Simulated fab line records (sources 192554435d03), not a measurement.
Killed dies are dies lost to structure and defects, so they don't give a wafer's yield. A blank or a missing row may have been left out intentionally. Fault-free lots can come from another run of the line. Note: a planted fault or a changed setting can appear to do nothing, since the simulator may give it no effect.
Split-lot study / flow n5Finfet / 21 wafers read from 7 lots, route of 1938 steps

SPLIT DETAILS
At N5_BEOL_M7_DESCUM_33 (chemistry O2, time 7 s), the setting timeS was moved away from the recipe's 7 s on 5 of the 21 wafers read, by -21.5% to -9.2%. For the rest of the wafers, this setting stayed at what the recipe calls for.

SPLIT TO READING: what lies between them in the file, 1 step
- N5_BEOL_M7_ETCH_72: etches underlayer in N2/H2, target depth 6.5 nm, time 5.2 s

THE READING
CAR-EUV_of_BEOL_M7_COAT_22.thkNm (the simulator's own value, which no gauge read), in nm, at N5_BEOL_M7_ETCH_65 (etches SiARC in CF4, target depth 15.6 nm, time 26 s). No usual value for it is given in the file. Across the 16 wafers here that went through the recipe, the average is 11.2 nm and the standard deviation 0.14 nm.

wafer=L079.1; tool, chamber at the split=rieDiel-04, 2,3; timeS as run, s=5.781; against the recipe=-17.4%; CAR-EUV_of_BEOL_M7_COAT_22.thkNm, nm=11.8; against lot-mates on the recipe=+0.6
wafer=L079.2; tool, chamber at the split=rieDiel-04, 2,3; timeS as run, s=5.781; against the recipe=-17.4%; CAR-EUV_of_BEOL_M7_COAT_22.thkNm, nm=11.6; against lot-mates on the recipe=+0.4
wafer=L079.3; tool, chamber at the split=rieDiel-04, 1; timeS as run, s=7; against the recipe=recipe; CAR-EUV_of_BEOL_M7_COAT_22.thkNm, nm=11.2; against lot-mates on the recipe=-
wafer=L078.3; tool, chamber at the split=rieDiel-04, 1,1,2; timeS as run, s=7; against the recipe=recipe; CAR-EUV_of_BEOL_M7_COAT_22.thkNm, nm=11.2; against lot-mates on the recipe=-
wafer=L078.5; tool, chamber at the split=rieDiel-04, 1,1,2; timeS as run, s=7; against the recipe=recipe; CAR-EUV_of_BEOL_M7_COAT_22.thkNm, nm=11.2; against lot-mates on the recipe=-
wafer=L078.6; tool, chamber at the split=rieDiel-04, 1,1,2; timeS as run, s=7; against the recipe=recipe; CAR-EUV_of_BEOL_M7_COAT_22.thkNm, nm=11.2; against lot-mates on the recipe=-
wafer=L084.2; tool, chamber at the split=rieDiel-06, 1,2,2; timeS as run, s=7; against the recipe=recipe; CAR-EUV_of_BEOL_M7_COAT_22.thkNm, nm=11.4; against lot-mates on the recipe=-
wafer=L084.3; tool, chamber at the split=rieDiel-06, 1,2,2; timeS as run, s=7; against the recipe=recipe; CAR-EUV_of_BEOL_M7_COAT_22.thkNm, nm=11.2; against lot-mates on the recipe=-
wafer=L084.4; tool, chamber at the split=rieDiel-06, 1,2,2; timeS as run, s=7; against the recipe=recipe; CAR-EUV_of_BEOL_M7_COAT_22.thkNm, nm=11.2; against lot-mates on the recipe=-
wafer=L086.1; tool, chamber at the split=rieDiel-04, 1; timeS as run, s=7; against the recipe=recipe; CAR-EUV_of_BEOL_M7_COAT_22.thkNm, nm=11.4; against lot-mates on the recipe=-
wafer=L086.6; tool, chamber at the split=rieDiel-04, 2; timeS as run, s=7; against the recipe=recipe; CAR-EUV_of_BEOL_M7_COAT_22.thkNm, nm=11.4; against lot-mates on the recipe=-
wafer=L086.5; tool, chamber at the split=rieDiel-04, 1; timeS as run, s=6.356; against the recipe=-9.2%; CAR-EUV_of_BEOL_M7_COAT_22.thkNm, nm=11.6; against lot-mates on the recipe=+0.2
wafer=L089.2; tool, chamber at the split=rieDiel-06, 3; timeS as run, s=5.495; against the recipe=-21.5%; CAR-EUV_of_BEOL_M7_COAT_22.thkNm, nm=11.8; against lot-mates on the recipe=+0.6
wafer=L089.5; tool, chamber at the split=rieDiel-06, 3; timeS as run, s=5.495; against the recipe=-21.5%; CAR-EUV_of_BEOL_M7_COAT_22.thkNm, nm=12; against lot-mates on the recipe=+0.8
wafer=L089.6; tool, chamber at the split=rieDiel-06, 2; timeS as run, s=7; against the recipe=recipe; CAR-EUV_of_BEOL_M7_COAT_22.thkNm, nm=11.2; against lot-mates on the recipe=-
wafer=L092.2; tool, chamber at the split=rieDiel-06, 2,0,3; timeS as run, s=7; against the recipe=recipe; CAR-EUV_of_BEOL_M7_COAT_22.thkNm, nm=11; against lot-mates on the recipe=-
wafer=L092.3; tool, chamber at the split=rieDiel-06, 2,0,3; timeS as run, s=7; against the recipe=recipe; CAR-EUV_of_BEOL_M7_COAT_22.thkNm, nm=11; against lot-mates on the recipe=-
wafer=L092.6; tool, chamber at the split=rieDiel-06, 2,0,3; timeS as run, s=7; against the recipe=recipe; CAR-EUV_of_BEOL_M7_COAT_22.thkNm, nm=11; against lot-mates on the recipe=-
wafer=L094.2; tool, chamber at the split=rieDiel-04, 3; timeS as run, s=7; against the recipe=recipe; CAR-EUV_of_BEOL_M7_COAT_22.thkNm, nm=11.4; against lot-mates on the recipe=-
wafer=L094.6; tool, chamber at the split=rieDiel-04, 3; timeS as run, s=7; against the recipe=recipe; CAR-EUV_of_BEOL_M7_COAT_22.thkNm, nm=11.4; against lot-mates on the recipe=-
wafer=L094.5; tool, chamber at the split=rieDiel-04, 0; timeS as run, s=7; against the recipe=recipe; CAR-EUV_of_BEOL_M7_COAT_22.thkNm, nm=11.2; against lot-mates on the recipe=-
Rows listing several chambers each stand for several wafers; the file does not say which wafer went through which chamber.

FIT RESULTS
A straight line over all 21 wafers: CAR-EUV_of_BEOL_M7_COAT_22.thkNm changes by -0.0302 nm for each +1% of timeS; r = -0.87; the points scatter about the line by 0.14 nm.
The same after taking each lot's own level away (the mean of its wafers on the recipe; 21 wafers): -0.0307 nm for each +1%; r = -0.96; scatter 0.075 nm.
On that fit, the largest move of timeS shifts the reading by 0.66 nm.
Across the lots, their own levels run from 11.00 to 11.40 nm, a range of 2.9 times the standard deviation given above.
Consequently the slope shifts little with the lot-to-lot level, the two slopes agreeing.
Check: for one of the wafers moved furthest among these (-21.5%), held out of the fit, the line's prediction against its lot-mates is +0.68 nm. Against them it came out at +0.6 nm.

THESE WAFERS: OTHER SPLITS
Other splits were also applied to these wafers ahead of the reading. Each is held against what the fit with the lots' levels taken away leaves over:
other split on the same wafers=N5_BEOL_M5_TRENCH_ETCH_37 sourceW; wafers away from the commonest value=6; r with CAR-EUV_of_BEOL_M7_COAT_22.thkNm (lot level and that fit taken away)=+0.27
other split on the same wafers=N5_BEOL_M6_PECVD_70 timeS; wafers away from the commonest value=6; r with CAR-EUV_of_BEOL_M7_COAT_22.thkNm (lot level and that fit taken away)=-0.01
other split on the same wafers=N5_BEOL_M6_HM_DEP_02 targetThkA; wafers away from the commonest value=4; r with CAR-EUV_of_BEOL_M7_COAT_22.thkNm (lot level and that fit taken away)=-0.08
other split on the same wafers=N5_BEOL_M7_COAT_71 spinRpm; wafers away from the commonest value=10; r with CAR-EUV_of_BEOL_M7_COAT_22.thkNm (lot level and that fit taken away)=+0.28

THE WHOLE CHAIN: every reading that the file lists as answering this split, in the file's order
step=N5_BEOL_M7_DESCUM_33; what it does=chemistry O2, time 7 s; reading=CAR-EUV_of_BEOL_M7_COAT_22.thkNm (the simulator's own value, which no gauge read); change (the file's fit)=-0.0358 nm for each +1% of the setting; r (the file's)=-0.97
step=N5_BEOL_M7_ETCH_72; what it does=etches underlayer in N2/H2, target depth 6.5 nm, time 5.2 s; reading=CAR-EUV_of_BEOL_M7_COAT_22.thkNm (the simulator's own value, which no gauge read); change (the file's fit)=-0.0323 nm for each +1% of the setting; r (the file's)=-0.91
step=N5_BEOL_M7_ETCH_65; what it does=etches SiARC in CF4, target depth 15.6 nm, time 26 s; reading=CAR-EUV_of_BEOL_M7_COAT_22.thkNm (the simulator's own value, which no gauge read); change (the file's fit)=-0.0301 nm for each +1% of the setting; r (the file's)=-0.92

THE FILE'S OWN FIT
CAR-EUV_of_BEOL_M7_COAT_22.thkNm changes by -0.0301 nm for each +1% of timeS, r = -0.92.
